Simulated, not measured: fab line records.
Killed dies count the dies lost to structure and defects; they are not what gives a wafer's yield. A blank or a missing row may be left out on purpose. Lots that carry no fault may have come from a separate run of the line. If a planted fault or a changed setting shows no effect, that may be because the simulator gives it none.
Which tool is to blame? / flow n5 finfet / 72 wafers from 24 lots sampled at 6 of the route's 1938 steps

== WHAT THE GAUGES SHOWED, per wafer ==
No reading from a measuring or inspecting step in the record can be judged against a usual standard deviation.

== WHICH TOOL RAN EACH LOT (tool, then ch and the chambers of the sampled wafers, then the start) ==
lot=L074; N5_BEOL_M1_ETCH_69=rie diel-05 ch 2,3, day 6 08:52; N5_BEOL_M1_ALD_98=ald sin-04 ch 1,2,3, day 6 08:59; N5_BEOL_M1_SPUTTER_81=pvd sputter-02, day 6 18:49; N5_BEOL_M1_ANNEAL_87=pvd sputter-02, day 6 19:07; N5_BEOL_M1_SPUTTER_88=pvd sputter-02, day 6 19:15; N5_BEOL_M1_CO_CAP_55=cvd co-02 ch 0,2, day 6 21:16
lot=L075; N5_BEOL_M1_ETCH_69=rie diel-04 ch 0,1,3, day 6 09:24; N5_BEOL_M1_ALD_98=ald sin-03 ch 1,2,3, day 6 09:29; N5_BEOL_M1_SPUTTER_81=pvd sputter-03, day 6 17:19; N5_BEOL_M1_ANNEAL_87=pvd sputter-03, day 6 17:37; N5_BEOL_M1_SPUTTER_88=pvd sputter-03, day 6 17:46; N5_BEOL_M1_CO_CAP_55=cvd co-02 ch 0,2, day 6 19:34
lot=L076; N5_BEOL_M1_ETCH_69=rie diel-04 ch 0,3, day 6 12:15; N5_BEOL_M1_ALD_98=ald sin-04 ch 1,2,3, day 6 12:20; N5_BEOL_M1_SPUTTER_81=pvd sputter-03, day 6 19:12; N5_BEOL_M1_ANNEAL_87=pvd sputter-03, day 6 19:30; N5_BEOL_M1_SPUTTER_88=pvd sputter-03, day 6 19:38; N5_BEOL_M1_CO_CAP_55=cvd co-02 ch 0,1, day 6 21:41
lot=L077; N5_BEOL_M1_ETCH_69=rie diel-01 ch 1,2,3, day 6 22:12; N5_BEOL_M1_ALD_98=ald sin-04 ch 0,2,3, day 6 22:17; N5_BEOL_M1_SPUTTER_81=pvd sputter-03, day 7 07:17; N5_BEOL_M1_ANNEAL_87=pvd sputter-03, day 7 07:35; N5_BEOL_M1_SPUTTER_88=pvd sputter-03, day 7 07:44; N5_BEOL_M1_CO_CAP_55=cvd co-02 ch 0,1,2, day 7 12:45
lot=L078; N5_BEOL_M1_ETCH_69=rie diel-05 ch 1,3, day 7 01:53; N5_BEOL_M1_ALD_98=ald sin-02 ch 0,3, day 7 01:58; N5_BEOL_M1_SPUTTER_81=pvd sputter-03, day 7 09:08; N5_BEOL_M1_ANNEAL_87=pvd sputter-03, day 7 09:26; N5_BEOL_M1_SPUTTER_88=pvd sputter-03, day 7 09:34; N5_BEOL_M1_CO_CAP_55=cvd co-02 ch 0,1,2, day 7 12:52
lot=L079; N5_BEOL_M1_ETCH_69=rie diel-01 ch 2,3, day 7 04:46; N5_BEOL_M1_ALD_98=ald sin-02 ch 0,1,3, day 7 04:51; N5_BEOL_M1_SPUTTER_81=pvd sputter-01, day 7 12:05; N5_BEOL_M1_ANNEAL_87=pvd sputter-01, day 7 12:23; N5_BEOL_M1_SPUTTER_88=pvd sputter-01, day 7 12:32; N5_BEOL_M1_CO_CAP_55=cvd co-02 ch 1,2, day 7 14:43
lot=L080; N5_BEOL_M1_ETCH_69=rie diel-04 ch 0,1,3, day 7 16:17; N5_BEOL_M1_ALD_98=ald sin-03 ch 0,3, day 7 16:22; N5_BEOL_M1_SPUTTER_81=pvd sputter-02, day 8 00:30; N5_BEOL_M1_ANNEAL_87=pvd sputter-02, day 8 00:48; N5_BEOL_M1_SPUTTER_88=pvd sputter-02, day 8 00:56; N5_BEOL_M1_CO_CAP_55=cvd co-02 ch 0,1,2, day 8 02:44
lot=L082; N5_BEOL_M1_ETCH_69=rie diel-04 ch 0,1,2, day 8 03:42; N5_BEOL_M1_ALD_98=ald sin-02 ch 0,1,3, day 8 03:47; N5_BEOL_M1_SPUTTER_81=pvd sputter-02, day 8 13:42; N5_BEOL_M1_ANNEAL_87=pvd sputter-02, day 8 14:00; N5_BEOL_M1_SPUTTER_88=pvd sputter-02, day 8 14:08; N5_BEOL_M1_CO_CAP_55=cvd co-02 ch 0,1, day 8 16:12
lot=L081; N5_BEOL_M1_ETCH_69=rie diel-04 ch 0,1,2, day 8 04:07; N5_BEOL_M1_ALD_98=ald sin-02 ch 0,1, day 8 04:12; N5_BEOL_M1_SPUTTER_81=pvd sputter-01, day 8 08:44; N5_BEOL_M1_ANNEAL_87=pvd sputter-01, day 8 09:02; N5_BEOL_M1_SPUTTER_88=pvd sputter-01, day 8 09:11; N5_BEOL_M1_CO_CAP_55=cvd co-02 ch 0,1,2, day 8 11:04
lot=L083; N5_BEOL_M1_ETCH_69=rie diel-04 ch 0,1,2, day 8 12:13; N5_BEOL_M1_ALD_98=ald sin-03 ch 2,3, day 8 13:13; N5_BEOL_M1_SPUTTER_81=pvd sputter-01, day 8 17:14; N5_BEOL_M1_ANNEAL_87=pvd sputter-01, day 8 17:32; N5_BEOL_M1_SPUTTER_88=pvd sputter-01, day 8 17:40; N5_BEOL_M1_CO_CAP_55=cvd co-02 ch 0,1,2, day 8 19:25
lot=L084; N5_BEOL_M1_ETCH_69=rie diel-04 ch 0,1,2, day 8 17:10; N5_BEOL_M1_ALD_98=ald sin-02 ch 0,1,3, day 8 17:41; N5_BEOL_M1_SPUTTER_81=pvd sputter-03, day 8 23:22; N5_BEOL_M1_ANNEAL_87=pvd sputter-03, day 8 23:40; N5_BEOL_M1_SPUTTER_88=pvd sputter-03, day 8 23:49; N5_BEOL_M1_CO_CAP_55=cvd co-02 ch 0,1,2, day 9 01:43
lot=L085; N5_BEOL_M1_ETCH_69=rie diel-05 ch 0,1,3, day 8 17:13; N5_BEOL_M1_ALD_98=ald sin-02 ch 0,1,3, day 8 17:47; N5_BEOL_M1_SPUTTER_81=pvd sputter-01, day 9 02:08; N5_BEOL_M1_ANNEAL_87=pvd sputter-01, day 9 02:26; N5_BEOL_M1_SPUTTER_88=pvd sputter-01, day 9 02:35; N5_BEOL_M1_CO_CAP_55=cvd co-02 ch 0,1,2, day 9 04:20
lot=L086; N5_BEOL_M1_ETCH_69=rie diel-05 ch 2,3, day 9 11:28; N5_BEOL_M1_ALD_98=ald sin-04 ch 1,2,3, day 9 11:34; N5_BEOL_M1_SPUTTER_81=pvd sputter-03, day 9 15:46; N5_BEOL_M1_ANNEAL_87=pvd sputter-03, day 9 16:04; N5_BEOL_M1_SPUTTER_88=pvd sputter-03, day 9 16:13; N5_BEOL_M1_CO_CAP_55=cvd co-01 ch 0,2, day 9 18:01
lot=L087; N5_BEOL_M1_ETCH_69=rie diel-01 ch 2,3, day 9 14:01; N5_BEOL_M1_ALD_98=ald sin-02 ch 0,1,3, day 9 14:05; N5_BEOL_M1_SPUTTER_81=pvd sputter-03, day 9 19:28; N5_BEOL_M1_ANNEAL_87=pvd sputter-03, day 9 19:46; N5_BEOL_M1_SPUTTER_88=pvd sputter-03, day 9 19:55; N5_BEOL_M1_CO_CAP_55=cvd co-01 ch 0,2, day 9 21:43
lot=L088; N5_BEOL_M1_ETCH_69=rie diel-01 ch 2,3, day 9 15:13; N5_BEOL_M1_ALD_98=ald sin-04 ch 0,2,3, day 9 15:17; N5_BEOL_M1_SPUTTER_81=pvd sputter-02, day 9 19:23; N5_BEOL_M1_ANNEAL_87=pvd sputter-02, day 9 19:41; N5_BEOL_M1_SPUTTER_88=pvd sputter-02, day 9 19:49; N5_BEOL_M1_CO_CAP_55=cvd co-02 ch 1,2, day 9 21:34
lot=L089; N5_BEOL_M1_ETCH_69=rie diel-04 ch 1,3, day 9 19:37; N5_BEOL_M1_ALD_98=ald sin-03 ch 0,2, day 9 19:41; N5_BEOL_M1_SPUTTER_81=pvd sputter-02, day 10 02:08; N5_BEOL_M1_ANNEAL_87=pvd sputter-02, day 10 02:26; N5_BEOL_M1_SPUTTER_88=pvd sputter-02, day 10 02:35; N5_BEOL_M1_CO_CAP_55=cvd co-02 ch 0,2, day 10 04:30
lot=L090; N5_BEOL_M1_ETCH_69=rie diel-01 ch 1,2,3, day 10 01:25; N5_BEOL_M1_ALD_98=ald sin-04 ch 1,2,3, day 10 01:29; N5_BEOL_M1_SPUTTER_81=pvd sputter-01, day 10 06:02; N5_BEOL_M1_ANNEAL_87=pvd sputter-01, day 10 06:20; N5_BEOL_M1_SPUTTER_88=pvd sputter-01, day 10 06:29; N5_BEOL_M1_CO_CAP_55=cvd co-01 ch 1,2, day 10 08:14
lot=L091; N5_BEOL_M1_ETCH_69=rie diel-01 ch 1,2,3, day 10 05:19; N5_BEOL_M1_ALD_98=ald sin-02 ch 0,1, day 10 05:24; N5_BEOL_M1_SPUTTER_81=pvd sputter-02, day 10 09:25; N5_BEOL_M1_ANNEAL_87=pvd sputter-02, day 10 09:43; N5_BEOL_M1_SPUTTER_88=pvd sputter-02, day 10 09:52; N5_BEOL_M1_CO_CAP_55=cvd co-02 ch 0,1, day 10 11:37
lot=L092; N5_BEOL_M1_ETCH_69=rie diel-01 ch 1,2,3, day 10 12:47; N5_BEOL_M1_ALD_98=ald sin-04 ch 1,2, day 10 12:52; N5_BEOL_M1_SPUTTER_81=pvd sputter-02, day 10 16:41; N5_BEOL_M1_ANNEAL_87=pvd sputter-02, day 10 16:59; N5_BEOL_M1_SPUTTER_88=pvd sputter-02, day 10 17:07; N5_BEOL_M1_CO_CAP_55=cvd co-01 ch 1,2, day 10 18:53
lot=L093; N5_BEOL_M1_ETCH_69=rie diel-01 ch 1,3, day 10 18:38; N5_BEOL_M1_ALD_98=ald sin-02 ch 1,2,3, day 10 18:43; N5_BEOL_M1_SPUTTER_81=pvd sputter-03, day 10 23:44; N5_BEOL_M1_ANNEAL_87=pvd sputter-03, day 11 00:02; N5_BEOL_M1_SPUTTER_88=pvd sputter-03, day 11 00:10; N5_BEOL_M1_CO_CAP_55=cvd co-02 ch 0,2, day 11 01:55
lot=L094; N5_BEOL_M1_ETCH_69=rie diel-05 ch 0,1,2, day 10 19:16; N5_BEOL_M1_ALD_98=ald sin-02 ch 0,1,2, day 10 19:21; N5_BEOL_M1_SPUTTER_81=pvd sputter-02, day 11 03:31; N5_BEOL_M1_ANNEAL_87=pvd sputter-02, day 11 03:49; N5_BEOL_M1_SPUTTER_88=pvd sputter-02, day 11 03:57; N5_BEOL_M1_CO_CAP_55=cvd co-02 ch 0,1,2, day 11 05:41
lot=L095; N5_BEOL_M1_ETCH_69=rie diel-01 ch 2,3, day 11 08:07; N5_BEOL_M1_ALD_98=ald sin-03 ch 0,2,3, day 11 08:11; N5_BEOL_M1_SPUTTER_81=pvd sputter-03, day 11 11:47; N5_BEOL_M1_ANNEAL_87=pvd sputter-03, day 11 12:05; N5_BEOL_M1_SPUTTER_88=pvd sputter-03, day 11 12:13; N5_BEOL_M1_CO_CAP_55=cvd co-01 ch 0,2, day 11 13:59
lot=L096; N5_BEOL_M1_ETCH_69=rie diel-01 ch 2,3, day 11 11:55; N5_BEOL_M1_ALD_98=ald sin-04 ch 1,2,3, day 11 12:02; N5_BEOL_M1_SPUTTER_81=pvd sputter-03, day 12 12:46; N5_BEOL_M1_ANNEAL_87=pvd sputter-03, day 12 13:04; N5_BEOL_M1_SPUTTER_88=pvd sputter-03, day 12 13:12; N5_BEOL_M1_CO_CAP_55=cvd co-01 ch 0,1, day 12 15:17
lot=L097; N5_BEOL_M1_ETCH_69=rie diel-04 ch 0,1, day 11 20:29; N5_BEOL_M1_ALD_98=ald sin-03 ch 0,3, day 11 20:37; N5_BEOL_M1_SPUTTER_81=pvd sputter-01, day 12 08:42; N5_BEOL_M1_ANNEAL_87=pvd sputter-01, day 12 09:00; N5_BEOL_M1_SPUTTER_88=pvd sputter-01, day 12 09:08; N5_BEOL_M1_CO_CAP_55=cvd co-01 ch 0,1,2, day 12 10:53
- N5_BEOL_M1_ETCH_69: etches SiARC in CF4, target depth 15.6 nm, time 26 s.
- N5_BEOL_M1_ALD_98: deposits SiO2, target thk 2.5 nm, pulse time 1 s, co reactant pulse time 1 s.
- N5_BEOL_M1_SPUTTER_81: material Cu, target thk 4.5 nm, time 8.29 s.
- N5_BEOL_M1_ANNEAL_87: time 240 s.
- N5_BEOL_M1_SPUTTER_88: material Cu, target thk 4.5 nm, time 8.29 s.
- N5_BEOL_M1_CO_CAP_55: material Co, precursor CCTBA/H2, target thk 2 nm, time 102.1 s.

== WHAT THE TOOLS THEMSELVES READ (means of the sampled wafers that have a number; where no wafer has one, the mark that the record gives instead) ==
N5_BEOL_M1_ETCH_69. Usual: chamber pressure mTorr 40.00 mTorr, standard deviation 0.039; drypump motor current A 5.7 A, standard deviation 0.44; etch rf on time s 25.8 s, standard deviation 0.57; oes product au 0.69 a.u., standard deviation 0.055; rf vpp V 184.2 V, standard deviation 1.2; showerhead plenum p Torr 2.15 Torr, standard deviation 0.074; throttle valve pct 15.57 %, standard deviation 0.15.
lot=L074; tool=rie diel-05; chamber pressure mTorr (mTorr)=39.99; drypump motor current A (A)=5.9; etch rf on time s (s)=25.7; oes product au (a.u.)=0.65; rf vpp V (V)=185.1; showerhead plenum p Torr (Torr)=2.19; throttle valve pct (%)=15.70; flag=
lot=L075; tool=rie diel-04; chamber pressure mTorr (mTorr)=40.00; drypump motor current A (A)=5.5; etch rf on time s (s)=25.3; oes product au (a.u.)=0.67; rf vpp V (V)=184.4; showerhead plenum p Torr (Torr)=2.15; throttle valve pct (%)=15.61; flag=
lot=L076; tool=rie diel-04; chamber pressure mTorr (mTorr)=39.98; drypump motor current A (A)=5.3; etch rf on time s (s)=25.4; oes product au (a.u.)=0.64; rf vpp V (V)=183.7; showerhead plenum p Torr (Torr)=2.10; throttle valve pct (%)=15.60; flag=
lot=L077; tool=rie diel-01; chamber pressure mTorr (mTorr)=40.01; drypump motor current A (A)=5.8; etch rf on time s (s)=26.2; oes product au (a.u.)=0.71; rf vpp V (V)=184.4; showerhead plenum p Torr (Torr)=2.12; throttle valve pct (%)=15.49; flag=
lot=L078; tool=rie diel-05; chamber pressure mTorr (mTorr)=39.99; drypump motor current A (A)=6.1; etch rf on time s (s)=25.8; oes product au (a.u.)=0.67; rf vpp V (V)=183.4; showerhead plenum p Torr (Torr)=2.13; throttle valve pct (%)=15.70; flag=
lot=L079; tool=rie diel-01; chamber pressure mTorr (mTorr)=40.00; drypump motor current A (A)=5.4; etch rf on time s (s)=25.8; oes product au (a.u.)=0.70; rf vpp V (V)=183.5; showerhead plenum p Torr (Torr)=2.11; throttle valve pct (%)=15.60; flag=
lot=L080; tool=rie diel-04; chamber pressure mTorr (mTorr)=40.00; drypump motor current A (A)=5.5; etch rf on time s (s)=25.5; oes product au (a.u.)=0.67; rf vpp V (V)=183.9; showerhead plenum p Torr (Torr)=2.14; throttle valve pct (%)=15.63; flag=
lot=L082; tool=rie diel-04; chamber pressure mTorr (mTorr)=40.02; drypump motor current A (A)=5.5; etch rf on time s (s)=25.2; oes product au (a.u.)=0.74; rf vpp V (V)=184.9; showerhead plenum p Torr (Torr)=2.23; throttle valve pct (%)=15.47; flag=
lot=L081; tool=rie diel-04; chamber pressure mTorr (mTorr)=40.01; drypump motor current A (A)=5.5; etch rf on time s (s)=25.3; oes product au (a.u.)=0.73; rf vpp V (V)=184.9; showerhead plenum p Torr (Torr)=2.23; throttle valve pct (%)=15.46; flag=
lot=L083; tool=rie diel-04; chamber pressure mTorr (mTorr)=40.00; drypump motor current A (A)=5.5; etch rf on time s (s)=25.3; oes product au (a.u.)=0.73; rf vpp V (V)=184.9; showerhead plenum p Torr (Torr)=2.23; throttle valve pct (%)=15.48; flag=
lot=L084; tool=rie diel-04; chamber pressure mTorr (mTorr)=39.95; drypump motor current A (A)=5.5; etch rf on time s (s)=25.4; oes product au (a.u.)=0.72; rf vpp V (V)=186.0; showerhead plenum p Torr (Torr)=2.23; throttle valve pct (%)=15.47; flag=
lot=L085; tool=rie diel-05; chamber pressure mTorr (mTorr)=39.96; drypump motor current A (A)=6.1; etch rf on time s (s)=26.2; oes product au (a.u.)=0.69; rf vpp V (V)=183.8; showerhead plenum p Torr (Torr)=2.16; throttle valve pct (%)=15.64; flag=
lot=L086; tool=rie diel-05; chamber pressure mTorr (mTorr)=39.99; drypump motor current A (A)=5.9; etch rf on time s (s)=25.6; oes product au (a.u.)=0.64; rf vpp V (V)=184.9; showerhead plenum p Torr (Torr)=2.18; throttle valve pct (%)=15.75; flag=
lot=L087; tool=rie diel-01; chamber pressure mTorr (mTorr)=39.99; drypump motor current A (A)=5.7; etch rf on time s (s)=26.3; oes product au (a.u.)=0.66; rf vpp V (V)=183.5; showerhead plenum p Torr (Torr)=2.13; throttle valve pct (%)=15.61; flag=
lot=L088; tool=rie diel-01; chamber pressure mTorr (mTorr)=39.98; drypump motor current A (A)=5.5; etch rf on time s (s)=26.6; oes product au (a.u.)=0.67; rf vpp V (V)=184.1; showerhead plenum p Torr (Torr)=2.10; throttle valve pct (%)=15.65; flag=
lot=L089; tool=rie diel-04; chamber pressure mTorr (mTorr)=40.01; drypump motor current A (A)=5.7; etch rf on time s (s)=25.3; oes product au (a.u.)=0.77; rf vpp V (V)=185.3; showerhead plenum p Torr (Torr)=2.27; throttle valve pct (%)=15.43; flag=
lot=L090; tool=rie diel-01; chamber pressure mTorr (mTorr)=40.00; drypump motor current A (A)=5.8; etch rf on time s (s)=26.4; oes product au (a.u.)=0.67; rf vpp V (V)=183.6; showerhead plenum p Torr (Torr)=2.11; throttle valve pct (%)=15.55; flag=
lot=L091; tool=rie diel-01; chamber pressure mTorr (mTorr)=40.01; drypump motor current A (A)=5.8; etch rf on time s (s)=25.9; oes product au (a.u.)=0.68; rf vpp V (V)=184.0; showerhead plenum p Torr (Torr)=2.11; throttle valve pct (%)=15.55; flag=
lot=L092; tool=rie diel-01; chamber pressure mTorr (mTorr)=40.03; drypump motor current A (A)=5.8; etch rf on time s (s)=26.1; oes product au (a.u.)=0.67; rf vpp V (V)=183.6; showerhead plenum p Torr (Torr)=2.11; throttle valve pct (%)=15.55; flag=
lot=L093; tool=rie diel-01; chamber pressure mTorr (mTorr)=40.03; drypump motor current A (A)=6.3; etch rf on time s (s)=26.1; oes product au (a.u.)=0.68; rf vpp V (V)=183.1; showerhead plenum p Torr (Torr)=2.11; throttle valve pct (%)=15.47; flag=
lot=L094; tool=rie diel-05; chamber pressure mTorr (mTorr)=40.00; drypump motor current A (A)=5.8; etch rf on time s (s)=26.2; oes product au (a.u.)=0.69; rf vpp V (V)=183.3; showerhead plenum p Torr (Torr)=2.14; throttle valve pct (%)=15.67; flag=
lot=L095; tool=rie diel-01; chamber pressure mTorr (mTorr)=40.02; drypump motor current A (A)=5.7; etch rf on time s (s)=26.2; oes product au (a.u.)=0.65; rf vpp V (V)=184.2; showerhead plenum p Torr (Torr)=2.12; throttle valve pct (%)=15.65; flag=
lot=L096; tool=rie diel-01; chamber pressure mTorr (mTorr)=40.00; drypump motor current A (A)=5.5; etch rf on time s (s)=26.2; oes product au (a.u.)=0.66; rf vpp V (V)=182.9; showerhead plenum p Torr (Torr)=2.10; throttle valve pct (%)=15.70; flag=
lot=L097; tool=rie diel-04; chamber pressure mTorr (mTorr)=40.01; drypump motor current A (A)=5.4; etch rf on time s (s)=24.7; oes product au (a.u.)=0.66; rf vpp V (V)=184.0; showerhead plenum p Torr (Torr)=2.17; throttle valve pct (%)=15.61; flag=

N5_BEOL_M1_ALD_98. Usual: heater power w 80 W, standard deviation 10; precursor pulse height rel 1.001, standard deviation 0.02.
lot=L074; tool=ald sin-04; heater power w (W)=82; precursor pulse height rel=0.998; flag=
lot=L075; tool=ald sin-03; heater power w (W)=63; precursor pulse height rel=0.988; flag=
lot=L076; tool=ald sin-04; heater power w (W)=82; precursor pulse height rel=0.991; flag=
lot=L077; tool=ald sin-04; heater power w (W)=80; precursor pulse height rel=1.018; flag=
lot=L078; tool=ald sin-02; heater power w (W)=89; precursor pulse height rel=0.996; flag=
lot=L079; tool=ald sin-02; heater power w (W)=84; precursor pulse height rel=1.003; flag=
lot=L080; tool=ald sin-03; heater power w (W)=83; precursor pulse height rel=0.997; flag=
lot=L082; tool=ald sin-02; heater power w (W)=85; precursor pulse height rel=0.977; flag=
lot=L081; tool=ald sin-02; heater power w (W)=84; precursor pulse height rel=1.013; flag=
lot=L083; tool=ald sin-03; heater power w (W)=72; precursor pulse height rel=1.004; flag=
lot=L084; tool=ald sin-02; heater power w (W)=84; precursor pulse height rel=1.009; flag=
lot=L085; tool=ald sin-02; heater power w (W)=84; precursor pulse height rel=1.007; flag=
lot=L086; tool=ald sin-04; heater power w (W)=81; precursor pulse height rel=1.002; flag=
lot=L087; tool=ald sin-02; heater power w (W)=83; precursor pulse height rel=0.989; flag=
lot=L088; tool=ald sin-04; heater power w (W)=80; precursor pulse height rel=1.009; flag=
lot=L089; tool=ald sin-03; heater power w (W)=74; precursor pulse height rel=1.013; flag=
lot=L090; tool=ald sin-04; heater power w (W)=82; precursor pulse height rel=1.000; flag=
lot=L091; tool=ald sin-02; heater power w (W)=89; precursor pulse height rel=1.021; flag=
lot=L092; tool=ald sin-04; heater power w (W)=86; precursor pulse height rel=1.028; flag=
lot=L093; tool=ald sin-02; heater power w (W)=81; precursor pulse height rel=1.005; flag=
lot=L094; tool=ald sin-02; heater power w (W)=84; precursor pulse height rel=0.997; flag=
lot=L095; tool=ald sin-03; heater power w (W)=79; precursor pulse height rel=1.015; flag=
lot=L096; tool=ald sin-04; heater power w (W)=81; precursor pulse height rel=0.984; flag=
lot=L097; tool=ald sin-03; heater power w (W)=84; precursor pulse height rel=1.007; flag=

N5_BEOL_M1_SPUTTER_81. Usual: 30.1 % for throttle valve pct, sd 0.66.
lot=L074; tool=pvd sputter-02; throttle valve pct (%)=30.2; flag=
lot=L075; tool=pvd sputter-03; throttle valve pct (%)=29.7; flag=
lot=L076; tool=pvd sputter-03; throttle valve pct (%)=30.6; flag=
lot=L077; tool=pvd sputter-03; throttle valve pct (%)=29.7; flag=
lot=L078; tool=pvd sputter-03; throttle valve pct (%)=30.4; flag=
lot=L079; tool=pvd sputter-01; throttle valve pct (%)=30.4; flag=
lot=L080; tool=pvd sputter-02; throttle valve pct (%)=30.3; flag=
lot=L082; tool=pvd sputter-02; throttle valve pct (%)=29.8; flag=
lot=L081; tool=pvd sputter-01; throttle valve pct (%)=30.2; flag=
lot=L083; tool=pvd sputter-01; throttle valve pct (%)=29.7; flag=
lot=L084; tool=pvd sputter-03; throttle valve pct (%)=30.0; flag=
lot=L085; tool=pvd sputter-01; throttle valve pct (%)=30.5; flag=
lot=L086; tool=pvd sputter-03; throttle valve pct (%)=30.5; flag=
lot=L087; tool=pvd sputter-03; throttle valve pct (%)=29.9; flag=
lot=L088; tool=pvd sputter-02; throttle valve pct (%)=30.2; flag=
lot=L089; tool=pvd sputter-02; throttle valve pct (%)=29.9; flag=
lot=L090; tool=pvd sputter-01; throttle valve pct (%)=29.9; flag=
lot=L091; tool=pvd sputter-02; throttle valve pct (%)=30.2; flag=
lot=L092; tool=pvd sputter-02; throttle valve pct (%)=30.1; flag=
lot=L093; tool=pvd sputter-03; throttle valve pct (%)=30.5; flag=
lot=L094; tool=pvd sputter-02; throttle valve pct (%)=30.1; flag=
lot=L095; tool=pvd sputter-03; throttle valve pct (%)=30.6; flag=
lot=L096; tool=pvd sputter-03; throttle valve pct (%)=29.8; flag=
lot=L097; tool=pvd sputter-01; throttle valve pct (%)=29.9; flag=

N5_BEOL_M1_ANNEAL_87. Usual: 803 W for heater power w, sd 100.
lot=L074; tool=pvd sputter-02; heater power w (W)=787; flag=
lot=L075; tool=pvd sputter-03; heater power w (W)=739; flag=
lot=L076; tool=pvd sputter-03; heater power w (W)=783; flag=
lot=L077; tool=pvd sputter-03; heater power w (W)=737; flag=
lot=L078; tool=pvd sputter-03; heater power w (W)=873; flag=
lot=L079; tool=pvd sputter-01; heater power w (W)=804; flag=
lot=L080; tool=pvd sputter-02; heater power w (W)=791; flag=
lot=L082; tool=pvd sputter-02; heater power w (W)=843; flag=
lot=L081; tool=pvd sputter-01; heater power w (W)=841; flag=
lot=L083; tool=pvd sputter-01; heater power w (W)=795; flag=
lot=L084; tool=pvd sputter-03; heater power w (W)=935; flag=
lot=L085; tool=pvd sputter-01; heater power w (W)=820; flag=
lot=L086; tool=pvd sputter-03; heater power w (W)=862; flag=
lot=L087; tool=pvd sputter-03; heater power w (W)=735; flag=
lot=L088; tool=pvd sputter-02; heater power w (W)=806; flag=
lot=L089; tool=pvd sputter-02; heater power w (W)=825; flag=
lot=L090; tool=pvd sputter-01; heater power w (W)=826; flag=
lot=L091; tool=pvd sputter-02; heater power w (W)=750; flag=
lot=L092; tool=pvd sputter-02; heater power w (W)=842; flag=
lot=L093; tool=pvd sputter-03; heater power w (W)=779; flag=
lot=L094; tool=pvd sputter-02; heater power w (W)=848; flag=
lot=L095; tool=pvd sputter-03; heater power w (W)=776; flag=
lot=L096; tool=pvd sputter-03; heater power w (W)=746; flag=
lot=L097; tool=pvd sputter-01; heater power w (W)=819; flag=

N5_BEOL_M1_SPUTTER_88. Usual: 30.1 % for throttle valve pct, sd 0.66.
lot=L074; tool=pvd sputter-02; throttle valve pct (%)=30.2; flag=
lot=L075; tool=pvd sputter-03; throttle valve pct (%)=29.8; flag=
lot=L076; tool=pvd sputter-03; throttle valve pct (%)=30.6; flag=
lot=L077; tool=pvd sputter-03; throttle valve pct (%)=29.9; flag=
lot=L078; tool=pvd sputter-03; throttle valve pct (%)=30.3; flag=
lot=L079; tool=pvd sputter-01; throttle valve pct (%)=30.5; flag=
lot=L080; tool=pvd sputter-02; throttle valve pct (%)=30.3; flag=
lot=L082; tool=pvd sputter-02; throttle valve pct (%)=29.9; flag=
lot=L081; tool=pvd sputter-01; throttle valve pct (%)=30.3; flag=
lot=L083; tool=pvd sputter-01; throttle valve pct (%)=29.9; flag=
lot=L084; tool=pvd sputter-03; throttle valve pct (%)=29.9; flag=
lot=L085; tool=pvd sputter-01; throttle valve pct (%)=30.4; flag=
lot=L086; tool=pvd sputter-03; throttle valve pct (%)=30.6; flag=
lot=L087; tool=pvd sputter-03; throttle valve pct (%)=29.8; flag=
lot=L088; tool=pvd sputter-02; throttle valve pct (%)=30.2; flag=
lot=L089; tool=pvd sputter-02; throttle valve pct (%)=29.8; flag=
lot=L090; tool=pvd sputter-01; throttle valve pct (%)=29.9; flag=
lot=L091; tool=pvd sputter-02; throttle valve pct (%)=30.3; flag=
lot=L092; tool=pvd sputter-02; throttle valve pct (%)=29.9; flag=
lot=L093; tool=pvd sputter-03; throttle valve pct (%)=30.5; flag=
lot=L094; tool=pvd sputter-02; throttle valve pct (%)=30.0; flag=
lot=L095; tool=pvd sputter-03; throttle valve pct (%)=30.4; flag=
lot=L096; tool=pvd sputter-03; throttle valve pct (%)=29.9; flag=
lot=L097; tool=pvd sputter-01; throttle valve pct (%)=30.0; flag=

N5_BEOL_M1_CO_CAP_55. Usual: 232 W for heater power w, sd 14.
lot=L074; tool=cvd co-02; heater power w (W)=220; flag=
lot=L075; tool=cvd co-02; heater power w (W)=231; flag=
lot=L076; tool=cvd co-02; heater power w (W)=227; flag=
lot=L077; tool=cvd co-02; heater power w (W)=233; flag=
lot=L078; tool=cvd co-02; heater power w (W)=233; flag=
lot=L079; tool=cvd co-02; heater power w (W)=238; flag=
lot=L080; tool=cvd co-02; heater power w (W)=236; flag=
lot=L082; tool=cvd co-02; heater power w (W)=224; flag=
lot=L081; tool=cvd co-02; heater power w (W)=231; flag=
lot=L083; tool=cvd co-02; heater power w (W)=232; flag=
lot=L084; tool=cvd co-02; heater power w (W)=228; flag=
lot=L085; tool=cvd co-02; heater power w (W)=234; flag=
lot=L086; tool=cvd co-01; heater power w (W)=235; flag=
lot=L087; tool=cvd co-01; heater power w (W)=232; flag=
lot=L088; tool=cvd co-02; heater power w (W)=246; flag=
lot=L089; tool=cvd co-02; heater power w (W)=241; flag=
lot=L090; tool=cvd co-01; heater power w (W)=217; flag=
lot=L091; tool=cvd co-02; heater power w (W)=224; flag=
lot=L092; tool=cvd co-01; heater power w (W)=232; flag=
lot=L093; tool=cvd co-02; heater power w (W)=227; flag=
lot=L094; tool=cvd co-02; heater power w (W)=232; flag=
lot=L095; tool=cvd co-01; heater power w (W)=235; flag=
lot=L096; tool=cvd co-01; heater power w (W)=229; flag=
lot=L097; tool=cvd co-01; heater power w (W)=225; flag=

== THE ANSWER, worked out from the rows above alone ==
Rule: lot off if the mean of its wafers having a number is beyond 3 standard deviations from the usual mean. A lot without any number at a reading at which 4 lots or more have one is off too. The other lots that the step has rows for count as sound. First the gauges in route order, then the tools' own readings, where a lot's mean is used as printed above. The first step at which some lot is off is used, and at that step the reading that is off furthest; a lot without a number counts as furthest.
Across all readings shown, no lot is off: no conclusion can be drawn from this.

== WHAT THE SIMULATOR PUT IN ==
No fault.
